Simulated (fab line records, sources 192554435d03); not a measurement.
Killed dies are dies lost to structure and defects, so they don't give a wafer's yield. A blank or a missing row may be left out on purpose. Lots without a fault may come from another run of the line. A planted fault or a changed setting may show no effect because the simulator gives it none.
Chamber matching | flow n5_finfet | N5_BEOL_M10_ALD_74 on ald_metal-04: 4 sister chambers
The step deposits TaN, target thk 2 nm, pulse time 2 s, purge time 3 s. 8 wafers are shown with their chamber, then 10 later ones without.

WAFERS WITH THEIR CHAMBER
wafer  | chamber | heater_power_w (W)
L082.5 | 0       | 390
L084.1 | 0       | 381
L085.2 | 3       | 435
L085.6 | 3       | 424
L086.5 | 2       | 470
L086.6 | 1       | 447
L091.1 | 2       | 463
L091.3 | 1       | 438

WAFERS WITHOUT THEIR CHAMBER
wafer  | heater_power_w (W)
L091.4 | 437
L094.2 | 386
L094.5 | 468
L094.6 | 422
L095.1 | 433
L095.3 | 468
L095.4 | 377
L097.1 | 389
L097.2 | 473
L097.5 | 385

WHICH CHAMBER EACH WENT THROUGH
wafer  | from the rows above     | in truth
L091.4 | can't be placed: 1 or 3 | 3
L094.2 | 0                       | 0
L094.5 | 2                       | 2
L094.6 | 3                       | 3
L095.1 | can't be placed: 3 or 1 | 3
L095.3 | 2                       | 2
L095.4 | 0                       | 0
L097.1 | 0                       | 0
L097.2 | 2                       | 2
L097.5 | 0                       | 0
Placed correctly: 8 of 10. Can't be placed from these rows: 2 (the true chamber is among the candidates in 2). Placed wrongly: 0.
How it was worked out, from the rows above alone: a wafer's distance from a chamber is the root of the sum, over the readings, of the square of ((its reading less the chamber's mean) divided by the reading's scatter). The wafer belongs to the nearest chamber; if the next one is less than 2 further off, it can't be placed. A chamber's mean is the mean of its shown wafers. The scatter: the root of (the sum of the squares of (reading less its chamber's mean) over the shown wafers, divided by (wafers less chambers)).
